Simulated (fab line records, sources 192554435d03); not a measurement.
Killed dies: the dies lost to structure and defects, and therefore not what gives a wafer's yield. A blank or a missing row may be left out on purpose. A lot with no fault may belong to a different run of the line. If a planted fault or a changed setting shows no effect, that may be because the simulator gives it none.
Shared-tool check + flow n5_finfet + 10 lots and 28 wafers in the sample

== WHY IT WAS OPENED ==
Flagged at N5_BEOL_M1_INSPECT_59: reading raw_defect_count, on 2 of 10 lots. No-fault wafers: 68, standard deviation 23.
Rule: a lot gets a flag if all its wafers with a number sit over 4 standard deviations from that mean, or if no wafer of it has a number. The other lots count as sound.

| lot  | measured     | on                | raw_defect_count, wafer by wafer | flag    |
|------|--------------|-------------------|----------------------------------|---------|
| L225 | day 6 11:53  | defect_inspect-02 | 51 49                            |         |
| L227 | day 6 15:59  | defect_inspect-02 | 62 61 82                         |         |
| L235 | day 8 21:54  | defect_inspect-02 | 83 55 48                         |         |
| L236 | day 9 09:20  | defect_inspect-02 | 52 82 47                         |         |
| L238 | day 9 15:44  | defect_inspect-01 | 1414 1341 1475                   | FLAGGED |
| L242 | day 10 13:32 | defect_inspect-02 | 1439 1348 1441                   | FLAGGED |
| L245 | day 11 13:01 | defect_inspect-01 | 53 85 63                         |         |
| L246 | day 11 23:21 | defect_inspect-01 | 82 68 79                         |         |
| L247 | day 12 02:17 | defect_inspect-01 | 98 117 90                        |         |
| L248 | day 12 06:35 | defect_inspect-02 | 47 43                            |         |
Average over the flagged lots: 1410; offset from the usual +1342, equal to +58 standard deviations.

== EACH LOT AND THE TOOL IT RAN ON ==
Before the reading, the record contains 3 process steps out of a 1938-step route. Read each cell as the tool, then ch plus the chambers that the sampled wafers visited, then the start.
| lot  | flag    | N5_BEOL_M1_ANNEAL_89         | N5_BEOL_M1_ANNEAL_51             | N5_BEOL_M1_DEP_57               |
|------|---------|------------------------------|----------------------------------|---------------------------------|
| L225 |         | pvd_sputter-03, day 6 09:27  | rtp_anneal-01 ch 0, day 6 10:50  | pecvd-02 ch 1, day 6 11:47      |
| L227 |         | pvd_sputter-01, day 6 14:04  | rtp_anneal-01 ch 0, day 6 15:03  | pecvd-03 ch 0,1, day 6 15:53    |
| L235 |         | pvd_sputter-03, day 8 19:46  | rtp_anneal-02 ch 0, day 8 20:46  | pecvd-03 ch 0,1,2, day 8 21:49  |
| L236 |         | pvd_sputter-02, day 9 07:27  | rtp_anneal-01 ch 0, day 9 08:26  | pecvd-03 ch 0,1,2, day 9 09:14  |
| L238 | FLAGGED | pvd_sputter-01, day 9 13:49  | rtp_anneal-02 ch 0, day 9 14:52  | pecvd-03 ch 1,2, day 9 15:39    |
| L242 | FLAGGED | pvd_sputter-03, day 10 11:40 | rtp_anneal-02 ch 0, day 10 12:40 | pecvd-03 ch 0,1,2, day 10 13:27 |
| L245 |         | pvd_sputter-02, day 11 10:47 | rtp_anneal-02 ch 0, day 11 12:08 | pecvd-02 ch 0,1,2, day 11 12:55 |
| L246 |         | pvd_sputter-03, day 11 21:29 | rtp_anneal-01 ch 0, day 11 22:29 | pecvd-02 ch 0,1,2, day 11 23:16 |
| L247 |         | pvd_sputter-01, day 12 00:05 | rtp_anneal-02 ch 0, day 12 01:10 | pecvd-02 ch 0,2, day 12 02:11   |
| L248 |         | pvd_sputter-01, day 12 04:42 | rtp_anneal-01 ch 0, day 12 05:47 | pecvd-02 ch 2, day 12 06:29     |
These steps, and what they do:
- N5_BEOL_M1_ANNEAL_89: time 240 s.
- N5_BEOL_M1_ANNEAL_51: time 90 s.
- N5_BEOL_M1_DEP_57: deposits SiCN from 3MS/NH3, target thk 8 nm, time 14 s.
- N5_BEOL_M1_INSPECT_59: inspects for defects (darkfield).

== FLAGGED OVER TOTAL, TOOL BY TOOL (the gauges that took the reading come last) ==
| step                  | tool              | lots run | flagged | share of the flagged lots | sound lots run after its first flagged lot |
|-----------------------|-------------------|----------|---------|---------------------------|--------------------------------------------|
| N5_BEOL_M1_ANNEAL_89  | pvd_sputter-01    | 4        | 1       | some                      | 2 (L247,L248)                              |
| N5_BEOL_M1_ANNEAL_89  | pvd_sputter-02    | 2        | 0       | none                      | -                                          |
| N5_BEOL_M1_ANNEAL_89  | pvd_sputter-03    | 4        | 1       | some                      | 1 (L246)                                   |
| N5_BEOL_M1_ANNEAL_51  | rtp_anneal-01     | 5        | 0       | none                      | -                                          |
| N5_BEOL_M1_ANNEAL_51  | rtp_anneal-02     | 5        | 2       | all                       | 2 (L245,L247)                              |
| N5_BEOL_M1_DEP_57     | pecvd-02          | 5        | 0       | none                      | -                                          |
| N5_BEOL_M1_DEP_57     | pecvd-03          | 5        | 2       | all                       | 0                                          |
| N5_BEOL_M1_INSPECT_59 | defect_inspect-01 | 4        | 1       | some                      | 3 (L245,L246,L247)                         |
| N5_BEOL_M1_INSPECT_59 | defect_inspect-02 | 6        | 1       | some                      | 1 (L248)                                   |

== THE TABLE: WHAT IT ALLOWS ==
Every flagged lot went through 2 rows of the table: rtp_anneal-02 at N5_BEOL_M1_ANNEAL_51 and pecvd-03 at N5_BEOL_M1_DEP_57.
- rtp_anneal-02 at N5_BEOL_M1_ANNEAL_51: 2 of its 5 lots flagged. Sound lots followed the first flagged one (L245, L247) on it, something a lasting fault affecting the whole tool could not allow.
- pecvd-03 at N5_BEOL_M1_DEP_57: 2 of its 5 lots flagged. It ran its last sound lot, L236, at day 9 09:14 and its first flagged lot, L238, at day 9 15:39: a fault with its onset between the two fits.
Just one tool remains: pecvd-03 at N5_BEOL_M1_DEP_57.

== WHAT THE SIMULATOR HAD PUT IN ==
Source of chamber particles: pecvd-03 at N5_BEOL_M1_DEP_57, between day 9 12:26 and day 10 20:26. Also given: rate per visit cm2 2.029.
Lots struck among those shown: L238, L242. The rule above found the same.
